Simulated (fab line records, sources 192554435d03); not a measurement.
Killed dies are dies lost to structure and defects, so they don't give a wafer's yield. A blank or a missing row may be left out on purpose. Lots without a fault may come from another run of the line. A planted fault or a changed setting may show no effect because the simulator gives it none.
Chamber matching | flow n5_finfet | N5_BEOL_M1_DESCUM_33 on rie_diel-06: 4 sister chambers
The step chemistry O2, time 7 s. 22 wafers are shown with their chamber, then 11 later ones without.

WAFERS WITH THEIR CHAMBER
wafer  | chamber | showerhead_plenum_p_Torr (Torr) | drypump_motor_current_A (A) | throttle_valve_pct (%)
L075.2 | 1       | 2.22                            | 6.0                         | 20.61
L075.4 | 3       | 2.19                            | 6.5                         | 20.69
L075.5 | 1       | 2.22                            | 6.0                         | 20.61
L076.1 | 1       | 2.21                            | 6.0                         | 20.59
L076.2 | 3       | 2.19                            | 6.5                         | 20.67
L076.3 | 0       | 2.09                            | 5.6                         | 20.51
L077.1 | 1       | 2.21                            | 6.0                         | 20.61
L077.2 | 3       | 2.19                            | 6.4                         | 20.69
L077.4 | 0       | 2.09                            | 5.6                         | 20.52
L079.2 | 1       | 2.21                            | 6.0                         | 20.60
L079.3 | 3       | 2.19                            | 6.4                         | 20.69
L079.5 | 3       | 2.19                            | 6.4                         | 20.70
L082.1 | 0       | 2.09                            | 5.6                         | 20.52
L082.3 | 2       | 2.19                            | 5.9                         | 20.44
L082.6 | 3       | 2.19                            | 6.4                         | 20.71
L085.1 | 0       | 2.09                            | 5.6                         | 20.52
L085.4 | 1       | 2.21                            | 6.1                         | 20.61
L085.6 | 2       | 2.19                            | 5.9                         | 20.45
L086.1 | 2       | 2.19                            | 5.9                         | 20.42
L086.4 | 3       | 2.18                            | 6.4                         | 20.71
L086.5 | 0       | 2.09                            | 5.6                         | 20.54
L088.1 | 2       | 2.19                            | 5.8                         | 20.44

SIGNATURES (means of the wafers above)
reading                  | chamber 0 | chamber 1 | chamber 2 | chamber 3 | scatter within a chamber
showerhead_plenum_p_Torr | 2.0900    | 2.2133    | 2.1900    | 2.1886    | 0.00349
drypump_motor_current_A  | 5.600     | 6.017     | 5.875     | 6.429     | 0.0409
throttle_valve_pct       | 20.5220   | 20.6050   | 20.4375   | 20.6943   | 0.0117
Rule: a wafer's distance from a chamber is the root of the sum, over the readings, of the square of ((its reading less the chamber's mean) divided by the reading's scatter). The wafer belongs to the nearest chamber; if the next one is less than 2 further off, it can't be placed. The scatter: the root of (the sum of the squares of (reading less its chamber's mean) over the shown wafers, divided by (wafers less chambers)).

WAFERS WITHOUT THEIR CHAMBER
wafer  | showerhead_plenum_p_Torr (Torr) | drypump_motor_current_A (A) | throttle_valve_pct (%)
L088.2 | 2.09                            | 5.6                         | 20.54
L088.4 | 2.21                            | 6.0                         | 20.64
L092.1 | 2.18                            | 6.4                         | 20.72
L092.2 | 2.20                            | 6.0                         | 20.66
L092.4 | 2.08                            | 5.6                         | 20.55
L095.1 | 2.20                            | 6.0                         | 20.64
L095.3 | 2.18                            | 5.9                         | 20.46
L095.6 | 2.20                            | 6.0                         | 20.66
L096.1 | 2.18                            | 5.9                         | 20.47
L096.5 | 2.18                            | 5.9                         | 20.47
L096.6 | 2.18                            | 6.4                         | 20.73

WHICH CHAMBER EACH WENT THROUGH
wafer  | from the rows above | in truth
L088.2 | 0                   | 0
L088.4 | 1                   | 1
L092.1 | 3                   | 3
L092.2 | 1                   | 1
L092.4 | 0                   | 0
L095.1 | 1                   | 1
L095.3 | 2                   | 2
L095.6 | 1                   | 1
L096.1 | 2                   | 2
L096.5 | 2                   | 2
L096.6 | 3                   | 3
Placed correctly: 11 of 11. Can't be placed from these rows: 0. Placed wrongly: 0.
